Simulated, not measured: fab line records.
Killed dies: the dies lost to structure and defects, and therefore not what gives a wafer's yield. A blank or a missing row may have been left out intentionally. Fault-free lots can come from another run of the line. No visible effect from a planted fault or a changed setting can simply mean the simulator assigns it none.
Which tool was responsible?    flow n5 finfet    Sampling: 6 lots, 18 wafers, 3 of 1938 route steps

## WHAT THE GAUGES SHOWED, per wafer
N5_PASSIVATION_OVL_MEAS_66.
lot   measured      on          PASS_OPEN_OVL (nm)
L592  day 12 03:00  overlay-02  1 8 0
L597  day 14 05:01  overlay-02  7 8 7
L600  day 14 18:03  overlay-01  2 -2 0
L604  day 15 20:00  overlay-01  14 3 8
L609  day 17 04:35  overlay-01  -3 -7 -1
L612  day 18 10:43  overlay-02  3 -1 4

## WHICH TOOL RAN EACH LOT (tool, then ch and the chambers of the sampled wafers, then the start)
lot   N5_HKMG_FIN_ETCH_86                N5_PASSIVATION_PRE_CLEAN_19
L592  rie diel-05 ch 0,1,3, day 4 15:24  pvd sputter-02, day 12 00:29
L597  rie diel-04 ch 0,2, day 6 01:47    pvd sputter-01, day 14 02:23
L600  rie diel-02 ch 0,1,2, day 6 21:28  pvd sputter-03, day 14 15:04
L604  rie diel-05 ch 0,2,3, day 7 14:34  pvd sputter-01, day 15 17:20
L609  rie diel-02 ch 1,2,3, day 8 23:01  pvd sputter-02, day 17 02:06
L612  rie diel-02 ch 0,1, day 9 19:14    pvd sputter-03, day 18 07:37
- N5_HKMG_FIN_ETCH_86: etches SOC in N2/H2, stops on TiN, target depth 393.2 nm.
- N5_PASSIVATION_PRE_CLEAN_19

## THE ANSWER, worked out from the rows above alone
Rule: the usual values come from the lots themselves. Put in order of their means at a reading, lots are off if they are a third of the lots or fewer, leave a main group of 4 or more, and stand apart from it by a gap of 3 or more times the standard deviation of the main group's means; of several such gaps the widest counts. Not used: any main group whose means are identical at the precision the tables above print for the reading. Also off: a lot with no number at a reading for which 4 or more lots have one. All remaining lots with rows at the step are treated as sound.
Across all readings shown, no lot is off: no conclusion can be drawn from this.

## WHAT THE SIMULATOR PUT IN
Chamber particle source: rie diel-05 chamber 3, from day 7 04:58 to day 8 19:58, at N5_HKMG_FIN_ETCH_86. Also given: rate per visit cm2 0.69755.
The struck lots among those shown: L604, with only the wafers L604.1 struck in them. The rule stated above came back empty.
